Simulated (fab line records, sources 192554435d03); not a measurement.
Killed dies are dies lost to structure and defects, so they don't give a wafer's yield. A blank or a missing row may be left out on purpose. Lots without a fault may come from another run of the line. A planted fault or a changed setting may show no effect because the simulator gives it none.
A struck lot beside a sound one | flow n5_finfet | 36 steps out of a route of 1938
Sound: wafers L840.1, L840.3, L840.5. Struck: wafers L852.1, L852.4, L852.5. The cause comes at the end.
At each step with rows: each side's tool, then ch and its chambers, then its first start. Under that, the readings that differ: sound wafers | struck wafers | difference of the means | sigmas: that difference in standard deviations of wafers without a fault.
alike: readings whose means differ by less than 2 such deviations, and words and numbers that are the same on both sides. not compared: withheld readings, readings that some wafer has no value for, bounds like >300 that may hide the same value, and numbers for which the record gives no deviation and whose values overlap.
The two part at a step that has a row with sigmas, a row that says differs or no value, or rows on one side only. Numbers that don't overlap but have no deviation are shown without sigmas and don't part them. A reading that every wafer of one side lacks parts them only if that side has two wafers or more.

first, 9 steps without rows for these wafers: N5_WELL_APT_COAT_19 (resist thk 950 nm); N5_WELL_APT_EBR_21; N5_WELL_APT_SOFTBAKE_20 (time 60 s); N5_WELL_APT_EXPOSE_22 (exposes mask PWELL, defocus 0 nm, target cd 200 nm); N5_WELL_APT_PEB_23 (peb time 90 s); N5_WELL_APT_DEVELOP_24 (develop time 45 s); N5_WELL_APT_HARDBAKE_29 (time 120 s); N5_WELL_APT_DESCUM_30 (chemistry O2, time 7.9 s); N5_WELL_APT_IMPLANT_31.
N5_WELL_APT_IMPLANT_32:
  sound on implanter-01 ch 0, day 2 03:19; struck on implanter-01 ch 0, day 5 03:26
  reading            | sound                           | struck                           | difference  | sigmas
  dose_ions_cm2      | 2.0016e+13 2.003e+13 1.9986e+13 | 2.4205e+13 2.4254e+13 2.4236e+13 | +4.2210e+12 | +99 or more
  faraday_current_uA | 252 252 255                     | 303 303 312                      | +53         | +11
  alike: beam_energy_keV
then, 25 steps without rows for these wafers: N5_WELL_APT_STRIP_33 (strips in SPM, time 900 s); N5_WELL_APT_RTA_34 (time 10 s); N5_WELL_APT_OXIDE_STRIP_42 (strips SiO2 in dHF, time 45 s, target depth 12 nm); N5_WELL_APT_PRECLEAN_36 (cleans in O3/DIW, time 45 s); N5_WELL_APT_PRECLEAN_39 (cleans in dHF, time 60 s); N5_WELL_APT_SRD_37 (time 30 s); N5_WELL_APT_EPI_41 (deposits Si from SiH4/H2, target thk 50 nm, time 297.7 s); N5_PMOS_HMC_CHANNEL_EPI_HM_DEP_34 (deposits SiO2 from TEOS/O2, target thk 36 nm, time 6.9 s); N5_PMOS_HMC_CHANNEL_EPI_COAT_31 (time 60 s, resist thk 66 nm); N5_PMOS_HMC_CHANNEL_EPI_COAT_03 (resist thk 205 nm); N5_PMOS_HMC_CHANNEL_EPI_EBR_05; N5_PMOS_HMC_CHANNEL_EPI_SOFTBAKE_04 (time 60 s); N5_PMOS_HMC_CHANNEL_EPI_EXPOSE_06 (exposes mask PMOS HMC BLK, target cd 240 nm); N5_PMOS_HMC_CHANNEL_EPI_PEB_07 (peb time 60 s); N5_PMOS_HMC_CHANNEL_EPI_DEVELOP_08 (develop time 30 s); N5_PMOS_HMC_CHANNEL_EPI_DESCUM_14 (chemistry O2, time 7.9 s); N5_PMOS_HMC_CHANNEL_EPI_ETCH_32 (etches BARC in N2/H2, stops on SiO2, target depth 85.8 nm, time 50.3 s); N5_PMOS_HMC_CHANNEL_EPI_HM_OPEN_15 (chemistry CHF3/O2, target SiO2, target depth 40.6 nm, time 20.3 s); N5_PMOS_HMC_CHANNEL_EPI_STRIP_33 (strips in N2/H2); N5_PMOS_HMC_CHANNEL_EPI_STRIP_17 (strips in SPM, time 750 s); N5_PMOS_HMC_CHANNEL_EPI_ETCH_38 (etches SiO2 in CF4, target depth 1.5 nm); N5_PMOS_HMC_CHANNEL_EPI_FIN_RECESS_16 (chemistry HBr/Cl2, target Si, target depth 54 nm, time 18 s); N5_PMOS_HMC_CHANNEL_EPI_PRECLEAN_36 (cleans in O3/DIW, time 45 s); N5_PMOS_HMC_CHANNEL_EPI_PRECLEAN_18 (cleans in DHF, time 30 s); N5_PMOS_HMC_CHANNEL_EPI_SRD_19 (time 30 s).
-- the record jumps here: 7 days lie between the struck wafers' starts before and after (it left off in module PMOS_HMC_CHANNEL_EPI and takes up again in module BEOL_M4, whose first step shown is number 1111 of the route) --
N5_BEOL_M4_RC_MEAS_101:
  sound on prober-02 ch 0, day 8 23:47; struck on prober-02 ch 0, day 12 02:14
  reading | sound          | struck         | difference | sigmas
  CJ_N    | 4.33 4.38 4.34 | 4.77 4.78 4.79 | +0.43      | +7
  alike: DIBL_N, DIBL_P, IOFF_N, IOFF_P, ION_N, ION_P, SS_N, SS_P, VT_N, VT_P

WHERE THEY PART
First at N5_WELL_APT_IMPLANT_32; last, within this record, at N5_BEOL_M4_RC_MEAS_101.

WHY: what the simulator had put in
Process parameter drift: implanter-01, from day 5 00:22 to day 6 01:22, at N5_WELL_APT_IMPLANT_32. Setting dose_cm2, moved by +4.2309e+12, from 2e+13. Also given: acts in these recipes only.
